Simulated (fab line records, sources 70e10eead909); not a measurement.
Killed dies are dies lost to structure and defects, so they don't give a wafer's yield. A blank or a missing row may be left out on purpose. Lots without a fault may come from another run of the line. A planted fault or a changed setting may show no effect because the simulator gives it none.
Which tool did it? | flow nand_harc | 24 lots, 72 wafers sampled, at 5 steps of a route of 1302

WHAT THE GAUGES READ, wafer by wafer
NHARC_P_BONDPAD_OVL_MEAS_38. Usual: overlay_x_nm -1 nm, standard deviation 4.1; overlay_y_nm 2 nm, standard deviation 5.2.
lot  | measured     | on         | overlay_x_nm (nm) | overlay_y_nm (nm) | flag
L074 | day 6 13:55  | overlay-01 | 2 2 2             | 0 -1 -1           |
L075 | day 6 22:00  | overlay-02 | -6 -6 -6          | -5 -4 -5          |
L076 | day 7 10:33  | overlay-01 | 0 0 0             | -3 -4 -4          |
L077 | day 7 15:55  | overlay-02 | 6 6 6             | 1 1 0             |
L078 | day 8 02:28  | overlay-01 | -5 -5 -5          | 6 6 6             |
L079 | day 8 13:26  | overlay-02 | 0 0 0             | -3 -3 -3          |
L080 | day 9 05:22  | overlay-01 | 0 0 0             | 8 9 9             |
L081 | day 9 13:28  | overlay-01 | -1 -2 -2          | -1 -1 -2          |
L082 | day 9 20:56  | overlay-01 | -2 -2 -2          | 0 1 0             |
L083 | day 10 11:40 | overlay-02 | -3 -4 -3          | 4 4 4             |
L084 | day 10 19:17 | overlay-02 | -9 -8 -9          | 4 4 4             |
L085 | day 11 05:24 | overlay-02 | -7 -8 -7          | 6 6 6             |
L086 | day 11 08:43 | overlay-01 | 2 3 3             | 6 6 5             |
L087 | day 11 21:20 | overlay-02 | -6 -6 -6          | 7 7 8             |
L088 | day 12 23:40 | overlay-01 | -7 -6 -6          | 7 7 7             |
L089 | day 13 00:44 | overlay-01 | 6 5 5             | -6 -7 -7          |
L090 | day 13 09:29 | overlay-02 | -6 -7 -6          | 10 11 11          |
L091 | day 13 12:07 | overlay-01 | 0 1 0             | 5 4 4             |
L092 | day 14 02:58 | overlay-01 | -6 -6 -7          | -7 -7 -7          |
L093 | day 14 18:24 | overlay-02 | 3 3 3             | -2 -3 -2          |
L094 | day 14 19:37 | overlay-01 | 0 1 1             | 11 11 11          |
L095 | day 15 12:02 | overlay-02 | 1 1 1             | -3 -3 -2          |
L096 | day 15 16:19 | overlay-02 | 3 3 3             | 3 4 4             |
L097 | day 15 23:33 | overlay-01 | 0 0 -1            | -1 -1 -1          |

NHARC_P_BONDPAD_CD_MEAS_13. Usual: cd_nm 499.2 nm, standard deviation 2.5.
lot  | measured     | on        | cd_nm (nm)        | flag
L074 | day 6 14:21  | cd_sem-03 | 496.8 496.6 493.0 |
L075 | day 6 22:26  | cd_sem-02 | 503.0 502.7 501.4 |
L076 | day 7 10:59  | cd_sem-01 | 503.3 497.8 502.1 |
L077 | day 7 16:21  | cd_sem-01 | 502.5 499.9 496.7 |
L078 | day 8 02:54  | cd_sem-01 | 498.5 501.9 500.7 |
L079 | day 8 13:52  | cd_sem-01 | 499.8 494.8 500.2 |
L080 | day 9 05:49  | cd_sem-01 | 499.6 498.1 501.6 |
L081 | day 9 13:54  | cd_sem-02 | 498.6 497.4 495.6 |
L082 | day 9 21:23  | cd_sem-03 | 496.4 494.1 498.3 |
L083 | day 10 12:07 | cd_sem-02 | 502.1 503.8 497.7 |
L084 | day 10 19:44 | cd_sem-01 | 500.6 501.4 499.6 |
L085 | day 11 05:50 | cd_sem-02 | 497.4 496.7 495.4 |
L086 | day 11 09:10 | cd_sem-02 | 496.6 498.2 495.6 |
L087 | day 11 21:46 | cd_sem-02 | 500.9 500.0 498.5 |
L088 | day 13 00:10 | cd_sem-01 | 498.3 501.6 499.4 |
L089 | day 13 01:13 | cd_sem-02 | 496.9 500.1 498.0 |
L090 | day 13 09:55 | cd_sem-03 | 499.0 497.5 497.1 |
L091 | day 13 12:32 | cd_sem-02 | 497.5 497.4 501.3 |
L092 | day 14 03:24 | cd_sem-03 | 502.0 501.5 495.9 |
L093 | day 14 18:53 | cd_sem-02 | 501.3 500.2 499.9 |
L094 | day 14 20:03 | cd_sem-03 | 503.1 503.9 502.7 |
L095 | day 15 12:31 | cd_sem-02 | 496.9 496.1 497.2 |
L096 | day 15 16:44 | cd_sem-01 | 503.2 502.5 502.3 |
L097 | day 15 23:59 | cd_sem-02 | 499.5 499.0 500.9 |

NHARC_A_CHANNEL_HOLE_D1_INSPECT_12. Usual: raw_defect_count 6, standard deviation 3.1.
lot  | measured     | on                | raw_defect_count | flag
L074 | day 8 11:43  | defect_inspect-01 | 5 2 2            |
L075 | day 8 17:35  | defect_inspect-01 | 8 7 4            |
L076 | day 9 09:44  | defect_inspect-01 | 2 5 2            |
L077 | day 9 17:20  | defect_inspect-01 | 3 4 10           |
L078 | day 9 21:04  | defect_inspect-02 | 7 9 8            |
L079 | day 10 09:18 | defect_inspect-02 | 4 2 4            |
L080 | day 11 02:41 | defect_inspect-01 | 5 8 1            |
L081 | day 11 12:11 | defect_inspect-01 | 4 3 2            |
L082 | day 11 15:38 | defect_inspect-01 | 2 7 4            |
L083 | day 12 09:33 | defect_inspect-01 | 4 4 1            |
L084 | day 12 16:04 | defect_inspect-01 | 8 8 3            |
L085 | day 13 00:06 | defect_inspect-02 | 8 4 9            |
L086 | day 13 07:44 | defect_inspect-01 | 3 8 4            |
L087 | day 13 15:37 | defect_inspect-02 | 2 4 8            |
L088 | day 14 20:01 | defect_inspect-02 | 4 8 3            |
L089 | day 14 19:47 | defect_inspect-01 | 12 6 4           |
L090 | day 15 04:14 | defect_inspect-02 | 7 7 6            |
L091 | day 15 03:49 | defect_inspect-02 | 6 17 12          |
L092 | day 15 23:52 | defect_inspect-02 | 9 7 9            |
L093 | day 16 16:41 | defect_inspect-02 | 3 4 2            |
L094 | day 16 16:14 | defect_inspect-02 | 2 1 4            |
L095 | day 17 09:28 | defect_inspect-02 | 6 1 6            |
L096 | day 17 10:11 | defect_inspect-02 | 1 12 5           |
L097 | day 17 20:37 | defect_inspect-01 | 5 7 3            |

WHICH TOOL RAN EACH LOT (tool, then ch and the chambers of the sampled wafers, then the start)
lot  | NHARC_P_BONDPAD_CMP_32        | NHARC_A_ZERO_WELL_ETCH_13
L074 | cmp-03 ch 0,2, day 6 13:08    | rie_si-02 ch 1,3, day 6 18:28
L075 | cmp-01 ch 2,3, day 6 21:07    | rie_si-04 ch 1,3, day 7 02:13
L076 | cmp-01 ch 1,2,3, day 7 09:39  | rie_si-06 ch 1,2,3, day 7 15:04
L077 | cmp-04 ch 0,1, day 7 15:01    | rie_si-02 ch 0,2,3, day 7 20:19
L078 | cmp-03 ch 0,1,2, day 8 01:43  | rie_si-04 ch 1,2,3, day 8 06:44
L079 | cmp-03 ch 1,2, day 8 12:31    | rie_si-04 ch 1,2,3, day 8 18:01
L080 | cmp-04 ch 1,2,3, day 9 04:39  | rie_si-06 ch 2,3, day 9 10:11
L081 | cmp-01 ch 0,2,3, day 9 12:33  | rie_si-02 ch 1,2,3, day 9 17:49
L082 | cmp-03 ch 2,3, day 9 20:10    | rie_si-04 ch 0,2,3, day 10 01:18
L083 | cmp-04 ch 1,2, day 10 10:55   | rie_si-06 ch 0,2,3, day 10 16:03
L084 | cmp-04 ch 0,3, day 10 18:32   | rie_si-02 ch 1,2, day 10 23:38
L085 | cmp-04 ch 0,2,3, day 11 04:37 | rie_si-02 ch 0,1,2, day 11 09:47
L086 | cmp-03 ch 0,2,3, day 11 07:58 | rie_si-04 ch 0,2, day 11 13:10
L087 | cmp-01 ch 1,2, day 11 20:26   | rie_si-02 ch 0,1,3, day 12 01:34
L088 | cmp-03 ch 0,1,2, day 12 22:47 | rie_si-06 ch 1,2,3, day 13 04:07
L089 | cmp-04 ch 1,2, day 12 23:50   | rie_si-02 ch 1,2,3, day 13 05:10
L090 | cmp-01 ch 1,2, day 13 08:35   | rie_si-06 ch 0,1,2, day 13 13:44
L091 | cmp-04 ch 0,2,3, day 13 11:12 | rie_si-02 ch 0,1,3, day 13 16:24
L092 | cmp-04 ch 0,2,3, day 14 02:05 | rie_si-06 ch 0,1, day 14 07:19
L093 | cmp-01 ch 0,2,3, day 14 17:40 | rie_si-06 ch 0,3, day 14 22:41
L094 | cmp-04 ch 0,1,3, day 14 18:50 | rie_si-04 ch 0,1,2, day 15 00:05
L095 | cmp-03 ch 0,3, day 15 11:09   | rie_si-04 ch 1,2,3, day 15 16:32
L096 | cmp-01 ch 1,2, day 15 15:24   | rie_si-02 ch 0,1,2, day 15 20:45
L097 | cmp-04 ch 0,2, day 15 22:38   | rie_si-04 ch 0,1,2, day 16 03:55
- NHARC_P_BONDPAD_CMP_32: polishes SiCN, target thk 200 nm.
- NHARC_A_ZERO_WELL_ETCH_13: etches the open film in HBr/Cl2, target depth 120 nm, time 40.1 s.

WHAT THE TOOLS THEMSELVES READ (means of the sampled wafers that have a number; where no wafer has one, the mark that the record gives instead)
NHARC_P_BONDPAD_CMP_32. Usual: motor_current_A 11.4 A, standard deviation 1; retaining_ring_pressure_frac 0.999, standard deviation 0.0046.
lot  | tool   | motor_current_A (A) | retaining_ring_pressure_frac | flag
L074 | cmp-03 | 13.3                | 1.000                        |
L075 | cmp-01 | 10.9                | 1.001                        |
L076 | cmp-01 | 11.0                | 0.996                        |
L077 | cmp-04 | 10.4                | 0.996                        |
L078 | cmp-03 | 11.5                | 1.003                        |
L079 | cmp-03 | 10.9                | 1.000                        |
L080 | cmp-04 | 11.3                | 0.997                        |
L081 | cmp-01 | 11.0                | 0.997                        |
L082 | cmp-03 | 12.2                | 0.999                        |
L083 | cmp-04 | 11.8                | 0.996                        |
L084 | cmp-04 | 10.5                | 1.002                        |
L085 | cmp-04 | 11.3                | 1.002                        |
L086 | cmp-03 | 12.2                | 1.000                        |
L087 | cmp-01 | 11.5                | 0.997                        |
L088 | cmp-03 | 11.8                | 1.000                        |
L089 | cmp-04 | 12.4                | 0.998                        |
L090 | cmp-01 | 11.6                | 0.997                        |
L091 | cmp-04 | 11.0                | 1.001                        |
L092 | cmp-04 | 11.1                | 0.999                        |
L093 | cmp-01 | 10.9                | 1.000                        |
L094 | cmp-04 | 10.6                | 1.002                        |
L095 | cmp-03 | 12.3                | 1.004                        |
L096 | cmp-01 | 11.5                | 1.002                        |
L097 | cmp-04 | 11.6                | 1.000                        |

NHARC_A_ZERO_WELL_ETCH_13. Usual: drypump_motor_current_A 5.8 A, standard deviation 0.43; oes_product_au 1.003 a.u., standard deviation 0.0099; throttle_valve_pct 26.406 %, standard deviation 0.0093.
lot  | tool      | drypump_motor_current_A (A) | oes_product_au (a.u.) | throttle_valve_pct (%) | flag
L074 | rie_si-02 | 6.2                         | 0.999                 | 26.402                 |
L075 | rie_si-04 | 5.4                         | 1.009                 | 26.410                 |
L076 | rie_si-06 | 5.5                         | 1.007                 | 26.413                 |
L077 | rie_si-02 | 6.1                         | 0.997                 | 26.411                 |
L078 | rie_si-04 | 5.6                         | 0.998                 | 26.411                 |
L079 | rie_si-04 | 5.6                         | 1.002                 | 26.402                 |
L080 | rie_si-06 | 5.4                         | 0.999                 | 26.406                 |
L081 | rie_si-02 | 6.3                         | 1.007                 | 26.405                 |
L082 | rie_si-04 | 5.7                         | 1.016                 | 26.405                 |
L083 | rie_si-06 | 5.4                         | 1.005                 | 26.404                 |
L084 | rie_si-02 | 6.3                         | 1.007                 | 26.399                 |
L085 | rie_si-02 | 6.1                         | 1.007                 | 26.406                 |
L086 | rie_si-04 | 5.9                         | 1.006                 | 26.400                 |
L087 | rie_si-02 | 6.0                         | 1.018                 | 26.406                 |
L088 | rie_si-06 | 5.5                         | 1.002                 | 26.398                 |
L089 | rie_si-02 | 6.3                         | 1.010                 | 26.407                 |
L090 | rie_si-06 | 5.5                         | 1.002                 | 26.411                 |
L091 | rie_si-02 | 6.0                         | 1.006                 | 26.402                 |
L092 | rie_si-06 | 5.8                         | 1.008                 | 26.407                 |
L093 | rie_si-06 | 5.6                         | 1.003                 | 26.412                 |
L094 | rie_si-04 | 5.6                         | 1.008                 | 26.406                 |
L095 | rie_si-04 | 5.6                         | 0.985                 | 26.407                 |
L096 | rie_si-02 | 6.1                         | 1.004                 | 26.397                 |
L097 | rie_si-04 | 5.6                         | 0.996                 | 26.400                 |

THE ANSWER, worked out from the rows above alone
Rule: a lot is off if the mean of its wafers that have a number lies more than 3 standard deviations from the usual mean. A lot without any number at a reading at which 4 lots or more have one is off too. The other lots that the step has rows for count as sound. The gauges are gone through in route order, then the tools' own readings, and for those a lot's mean is taken as printed above. The first step at which some lot is off is used, and at that step the reading that is off furthest; a lot without a number counts as furthest.
No lot is off at any reading shown: from this, nothing can be told.

WHAT THE SIMULATOR HAD PUT IN
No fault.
